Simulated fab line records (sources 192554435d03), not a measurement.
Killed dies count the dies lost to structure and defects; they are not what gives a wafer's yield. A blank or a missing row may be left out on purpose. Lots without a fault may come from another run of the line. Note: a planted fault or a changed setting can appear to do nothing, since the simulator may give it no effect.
Lot-split experiment    flow n5_finfet    on a route of 1938 steps: 7 lots, 39 wafers read

## THE SPLIT ITSELF
At N5_SD_EPI_P_EPI_21 (deposits SiGe:B, time 355 s), the setting time_s was moved away from the recipe's 355 s on 15 of the 39 wafers read, by -43.2% to +51.9%. This setting was run at the recipe's value on the other wafers.

The reading comes from the split's own step.

## THE READING
SiGe-B_of_SD_EPI_P_EPI_21.thk_nm (the simulator's own value, which no gauge read), in nm, at N5_SD_EPI_P_EPI_21 (deposits SiGe:B, time 355 s). No usual value for it is given in the file. Across the 24 wafers here that went through the recipe, the average is 60.5 nm and the standard deviation 1.1 nm.

wafer   tool, chamber at the split  time_s as run, s  against the recipe  SiGe-B_of_SD_EPI_P_EPI_21.thk_nm, nm  against lot-mates on the recipe
L079.1  epi_rpcvd-03, 0             355               recipe              60.6                                  -
L079.5  epi_rpcvd-03, 0             355               recipe              61.2                                  -
L079.6  epi_rpcvd-03, 0             355               recipe              60.4                                  -
L081.1  epi_rpcvd-03, 0             355               recipe              58.8                                  -
L081.6  epi_rpcvd-03, 0             355               recipe              58.8                                  -
L081.2  epi_rpcvd-03, 0             355               recipe              58.6                                  -
L081.3  epi_rpcvd-03, 0             355               recipe              59.2                                  -
L081.4  epi_rpcvd-03, 0             355               recipe              59                                    -
L081.5  epi_rpcvd-03, 0             355               recipe              59.6                                  -
L082.1  epi_rpcvd-04, 0             355               recipe              62.2                                  -
L082.2  epi_rpcvd-04, 0             436.6             +23.0%              70                                    +8.2
L082.3  epi_rpcvd-04, 0             436.6             +23.0%              71.2                                  +9.4
L082.4  epi_rpcvd-04, 0             355               recipe              61.6                                  -
L082.5  epi_rpcvd-04, 0             355               recipe              61.6                                  -
L082.6  epi_rpcvd-04, 0             436.6             +23.0%              69.8                                  +8.0
L084.1  epi_rpcvd-01, 0             355               recipe              60.6                                  -
L084.6  epi_rpcvd-01, 0             355               recipe              60.6                                  -
L084.2  epi_rpcvd-01, 0             539.1             +51.9%              81.4                                  +20.7
L084.3  epi_rpcvd-01, 0             539.1             +51.9%              81                                    +20.3
L084.4  epi_rpcvd-01, 0             355               recipe              61                                    -
L084.5  epi_rpcvd-01, 0             539.1             +51.9%              80.2                                  +19.5
L087.1  epi_rpcvd-01, 0             272.2             -23.3%              50.6                                  -9.1
L087.2  epi_rpcvd-01, 0             355               recipe              59.6                                  -
L087.3  epi_rpcvd-01, 0             272.2             -23.3%              49.4                                  -10.3
L087.4  epi_rpcvd-01, 0             355               recipe              59.4                                  -
L087.5  epi_rpcvd-01, 0             272.2             -23.3%              50.2                                  -9.5
L087.6  epi_rpcvd-01, 0             355               recipe              60.2                                  -
L091.1  epi_rpcvd-04, 0             201.5             -43.2%              38.2                                  -23.5
L091.2  epi_rpcvd-04, 0             355               recipe              62                                    -
L091.3  epi_rpcvd-04, 0             201.5             -43.2%              37.8                                  -23.9
L091.4  epi_rpcvd-04, 0             355               recipe              61.8                                  -
L091.5  epi_rpcvd-04, 0             201.5             -43.2%              38                                    -23.7
L091.6  epi_rpcvd-04, 0             355               recipe              61.2                                  -
L096.1  epi_rpcvd-01, 0             355               recipe              61.6                                  -
L096.2  epi_rpcvd-01, 0             355               recipe              60.8                                  -
L096.3  epi_rpcvd-01, 0             355               recipe              61.4                                  -
L096.4  epi_rpcvd-01, 0             277.8             -21.7%              52                                    -9.3
L096.5  epi_rpcvd-01, 0             277.8             -21.7%              52.4                                  -8.9
L096.6  epi_rpcvd-01, 0             277.8             -21.7%              52.6                                  -8.7

THE FIT
A straight line over all 39 wafers: SiGe-B_of_SD_EPI_P_EPI_21.thk_nm changes by +0.438 nm for each +1% of time_s; r = +0.99; the points scatter about the line by 1.5 nm.
The same after taking each lot's own level away (the mean of its wafers on the recipe; 39 wafers): +0.438 nm for each +1%; r = +0.99; scatter 1.5 nm.
According to that fit, moving time_s by its largest amount changes the reading by 23 nm.
Measured against the standard deviation above, the lots' own levels, which go from 59.00 to 61.80 nm, span 2.6 times it.
The two slopes agree, so the slope changes little with the lot-to-lot level.
Check: for one of the wafers moved furthest among these (+51.9%), held out of the fit, the line's prediction against its lot-mates is +22.5 nm. Against them it came out at +20.7 nm.

## OTHER SPLITS APPLIED TO THESE WAFERS
Note: prior to the reading, these wafers also went through further splits. Each is held against what the fit with the lots' levels taken away leaves over:
other split on the same wafers        wafers away from the commonest value  r with SiGe-B_of_SD_EPI_P_EPI_21.thk_nm (lot level and that fit taken away)
N5_ZERO_LAYER_ETCH_18 target_depth_a  15                                    +0.21
N5_FIN_SAQP_HM_DEP_03 target_thk_a    15                                    +0.09

## THE WHOLE CHAIN: every reading that the file lists as answering this split, in the file's order
step                         what it does                  reading                                                                            change (the file's fit)                                                            r (the file's)
N5_SD_EPI_P_EPI_21           deposits SiGe:B, time 355 s   SiGe-B_of_SD_EPI_P_EPI_21.thk_nm (the simulator's own value, which no gauge read)  +0.44 nm for each +1% of the setting                                               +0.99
N5_SD_EPI_P_EPI_MEAS_23                                    thk_nm                                                                             withheld for each +1% of the setting                                               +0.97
N5_SD_ACTIVATION_RS_MEAS_03  measures by four-point-probe  RS_SD_P                                                                            not straight: 89.9 at the lowest setting, 56.7 at the recipe, 42.4 at the highest  not given

## THE FILE'S OWN FIT
SiGe-B_of_SD_EPI_P_EPI_21.thk_nm changes by +0.44 nm for each +1% of time_s, r = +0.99.
